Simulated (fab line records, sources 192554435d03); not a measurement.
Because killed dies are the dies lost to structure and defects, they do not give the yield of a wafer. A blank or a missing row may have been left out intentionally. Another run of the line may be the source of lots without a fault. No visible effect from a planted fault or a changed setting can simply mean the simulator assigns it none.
2 desks looking at one fault || flow n5Finfet || each desk has only its own numbers; what lay behind them comes last

THE METROLOGY DESK
What the gauges read for every lot (on any tool): the sampled wafers with a number, averaged. Any lot whose mean is over 4 standard deviations away from the usual mean is out of limits and marked OUT; that distance is given in the brackets. Of its 12 readings 7 are shown: those that lie furthest out on some lot.
Columns: A = VIA_MOL_THK at N5_MOL_CONTACT_COAG_THK_MEAS_53, usual 43.9 nm; B = DIBL_P at N5_BEOL_M4_RC_MEAS_101, usual 36.5 mV/V; C = IOFF_P at N5_BEOL_M4_RC_MEAS_101, usual 0.202 nA/um; D = ION_N at N5_BEOL_M4_RC_MEAS_101, usual 671 uA/um; E = ION_P at N5_BEOL_M4_RC_MEAS_101, usual 460 uA/um; F = VT_N at N5_BEOL_M4_RC_MEAS_101, usual 250.9 mV; G = VT_P at N5_BEOL_M4_RC_MEAS_101, usual -251.4 mV
{"lot": "L907", "first seen here": "day 5 16:20", "A": 44.1, "B": 36.6, "C": 0.195, "D": 665, "E": 455, "F": 251.9, "G": -254.0}
{"lot": "L908", "first seen here": "day 6 02:09", "A": 44.7, "B": 36.4, "C": 0.161, "D": 663, "E": 446, "F": 254.6, "G": -256.9}
{"lot": "L910", "first seen here": "day 6 08:29", "A": 44.1, "B": 36.3, "C": 0.196, "D": 679, "E": 464, "F": 250.6, "G": -250.9}
{"lot": "L912", "first seen here": "day 7 02:19", "A": 43.6, "B": 35.1, "C": 0.189, "D": 670, "E": 458, "F": 251.4, "G": -252.7}
{"lot": "L914", "first seen here": "day 7 15:07", "A": 43.5, "B": 36.4, "C": 0.191, "D": 667, "E": 460, "F": 250.9, "G": -250.9}
{"lot": "L916", "first seen here": "day 8 01:04", "A": 43.7, "B": 36.8, "C": 0.193, "D": 665, "E": 458, "F": 251.8, "G": -252.5}
{"lot": "L917", "first seen here": "day 8 06:07", "A": 43.9, "B": 38.9, "C": 0.188, "D": 670, "E": 456, "F": 251.0, "G": -253.6}
{"lot": "L920", "first seen here": "day 9 01:15", "A": 43.8, "B": 35.1, "C": 0.204, "D": 665, "E": 455, "F": 251.3, "G": -249.9}
{"lot": "L922", "first seen here": "day 9 09:47", "A": 43.6, "B": 35.4, "C": 0.192, "D": 658, "E": 455, "F": 253.5, "G": -254.6}
{"lot": "L925", "first seen here": "day 10 09:34", "A": 43.3, "B": 36.9, "C": 0.229, "D": 675, "E": 460, "F": 247.0, "G": -248.2}
{"lot": "L928", "first seen here": "day 11 09:53", "A": 43.2, "B": 38.4, "C": 0.208, "D": 677, "E": 458, "F": 247.2, "G": -251.3}
Finding of this desk: none of the 11 lots has anything out of limits.

FOR THE TOOL OWNER'S DESK: lithoTrack-04
The tool's own readings at N5_BEOL_M0_SAQP_COAT_08 (resist thk 90 nm): means of the sampled wafers that have a number, for each lot that ran on this tool. Any lot whose mean is over 4 standard deviations away from the usual mean is out of limits and marked OUT; that distance is given in the brackets.
Columns: A = spinSpeedRpm at N5_BEOL_M0_SAQP_COAT_08, usual 1500.2 rpm
{"lot": "L908", "first seen here": "day 6 07:56", "A": 1501.0}
{"lot": "L912", "first seen here": "day 7 08:45", "A": 1500.7}
{"lot": "L914", "first seen here": "day 7 21:08", "A": 1500.7}
{"lot": "L916", "first seen here": "day 8 06:38", "A": "1548.2 (+49) OUT"}
{"lot": "L917", "first seen here": "day 8 10:38", "A": "1546.5 (+48) OUT"}
This desk's verdict: out of limits on L916, L917, starting with L916 at day 8 06:38 (spinSpeedRpm at N5_BEOL_M0_SAQP_COAT_08). L908, L912, L914 stayed within limits.

TAKEN TOGETHER
At day 8 06:38, on L916, L917, the tool owner's desk was in a position to raise an alarm.
Nothing out of limits was seen by the metrology desk.
The metrology desk has L916, L917 on record, within its limits.
Of the lots named, all ran N5_BEOL_M0_SAQP_COAT_08 on lithoTrack-04.

WHAT WAS PUT IN BY THE SIMULATOR
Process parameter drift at N5_BEOL_M0_SAQP_COAT_08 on lithoTrack-04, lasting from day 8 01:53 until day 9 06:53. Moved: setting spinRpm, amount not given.
Lots struck among those shown: L916, L917.
Hours from the fault's start to each desk's first reading out of limits: the tool owner's desk, 5.
